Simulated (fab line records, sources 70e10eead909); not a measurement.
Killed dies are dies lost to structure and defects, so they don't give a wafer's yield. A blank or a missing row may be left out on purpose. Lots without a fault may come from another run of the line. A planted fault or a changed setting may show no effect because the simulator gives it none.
Chamber matching | flow nand_harc | NHARC_A_CONTACT_ETCH_102 on rie_diel-05: 4 sister chambers
The step etches the open film in CF4/O2, target depth 70 nm, overetch 7 nm, time 38.5 s. 39 wafers are shown with their chamber, then 12 later ones without.

WAFERS WITH THEIR CHAMBER
wafer  | chamber | drypump_motor_current_A (A) | showerhead_plenum_p_Torr (Torr) | oes_product_au (a.u.)
L075.2 | 1       | 5.8                         | 1.30                            | 1.013
L075.3 | 2       | 6.1                         | 1.30                            | 0.986
L075.4 | 0       | 5.9                         | 1.35                            | 0.992
L074.1 | 1       | 5.8                         | 1.30                            | 1.002
L074.2 | 2       | 6.1                         | 1.30                            | 0.965
L074.3 | 0       | 5.9                         | 1.35                            | 0.984
L077.1 | 0       | 5.9                         | 1.35                            | 1.000
L077.3 | 1       | 5.8                         | 1.30                            | 1.014
L077.4 | 0       | 5.9                         | 1.35                            | 0.992
L077.2 | 2       | 6.1                         | 1.30                            | 0.963
L077.5 | 1       | 5.8                         | 1.30                            | 1.007
L077.6 | 2       | 6.1                         | 1.30                            | 0.963
L078.2 | 0       | 6.0                         | 1.35                            | 0.988
L078.5 | 2       | 6.1                         | 1.30                            | 0.965
L078.6 | 0       | 5.9                         | 1.35                            | 0.999
L079.1 | 1       | 5.8                         | 1.30                            | 1.025
L079.4 | 0       | 5.9                         | 1.34                            | 0.989
L079.6 | 1       | 5.8                         | 1.30                            | 1.023
L076.2 | 1       | 5.8                         | 1.30                            | 1.019
L076.5 | 1       | 5.8                         | 1.30                            | 1.022
L076.6 | 0       | 5.9                         | 1.34                            | 0.983
L081.1 | 0       | 6.0                         | 1.34                            | 0.987
L081.2 | 2       | 6.1                         | 1.30                            | 0.981
L081.5 | 2       | 6.1                         | 1.30                            | 0.970
L083.1 | 1       | 5.8                         | 1.30                            | 1.005
L083.2 | 0       | 5.9                         | 1.34                            | 0.982
L083.5 | 3       | 5.7                         | 1.37                            | 1.031
L082.1 | 3       | 5.7                         | 1.36                            | 1.031
L082.2 | 2       | 6.1                         | 1.30                            | 0.976
L082.5 | 0       | 5.9                         | 1.34                            | 0.991
L087.1 | 0       | 5.9                         | 1.34                            | 0.981
L087.3 | 1       | 5.8                         | 1.30                            | 1.001
L087.5 | 1       | 5.8                         | 1.30                            | 0.999
L091.1 | 0       | 5.9                         | 1.34                            | 1.002
L091.2 | 2       | 6.1                         | 1.29                            | 0.979
L091.3 | 1       | 5.8                         | 1.30                            | 1.013
L094.2 | 2       | 6.1                         | 1.29                            | 0.996
L094.4 | 1       | 5.8                         | 1.30                            | 1.017
L094.5 | 2       | 6.1                         | 1.29                            | 0.981

SIGNATURES (means of the wafers above)
reading                  | chamber 0 | chamber 1 | chamber 2 | chamber 3 | scatter within a chamber
drypump_motor_current_A  | 5.915     | 5.800     | 6.100     | 5.700     | 0.022
showerhead_plenum_p_Torr | 1.3446    | 1.3000    | 1.2973    | 1.3650    | 0.00411
oes_product_au           | 0.99000   | 1.01231   | 0.97500   | 1.03100   | 0.00874
Rule: a wafer's distance from a chamber is the root of the sum, over the readings, of the square of ((its reading less the chamber's mean) divided by the reading's scatter). The wafer belongs to the nearest chamber; if the next one is less than 2 further off, it can't be placed. The scatter: the root of (the sum of the squares of (reading less its chamber's mean) over the shown wafers, divided by (wafers less chambers)).

WAFERS WITHOUT THEIR CHAMBER
wafer  | drypump_motor_current_A (A) | showerhead_plenum_p_Torr (Torr) | oes_product_au (a.u.)
L095.1 | 5.9                         | 1.34                            | 0.993
L095.2 | 6.1                         | 1.29                            | 0.992
L095.3 | 5.7                         | 1.36                            | 1.011
L095.4 | 5.8                         | 1.30                            | 1.008
L095.5 | 5.8                         | 1.36                            | 1.023
L095.6 | 6.1                         | 1.29                            | 0.979
L096.1 | 6.1                         | 1.29                            | 0.981
L096.2 | 5.9                         | 1.34                            | 0.992
L096.3 | 5.8                         | 1.30                            | 1.009
L096.4 | 5.7                         | 1.36                            | 1.010
L096.5 | 5.9                         | 1.34                            | 0.977
L096.6 | 5.7                         | 1.36                            | 1.023

WHICH CHAMBER EACH WENT THROUGH
wafer  | from the rows above | in truth
L095.1 | 0                   | 0
L095.2 | 2                   | 2
L095.3 | 3                   | 3
L095.4 | 1                   | 1
L095.5 | 3                   | 3
L095.6 | 2                   | 2
L096.1 | 2                   | 2
L096.2 | 0                   | 0
L096.3 | 1                   | 1
L096.4 | 3                   | 3
L096.5 | 0                   | 0
L096.6 | 3                   | 3
Placed correctly: 12 of 12. Can't be placed from these rows: 0. Placed wrongly: 0.
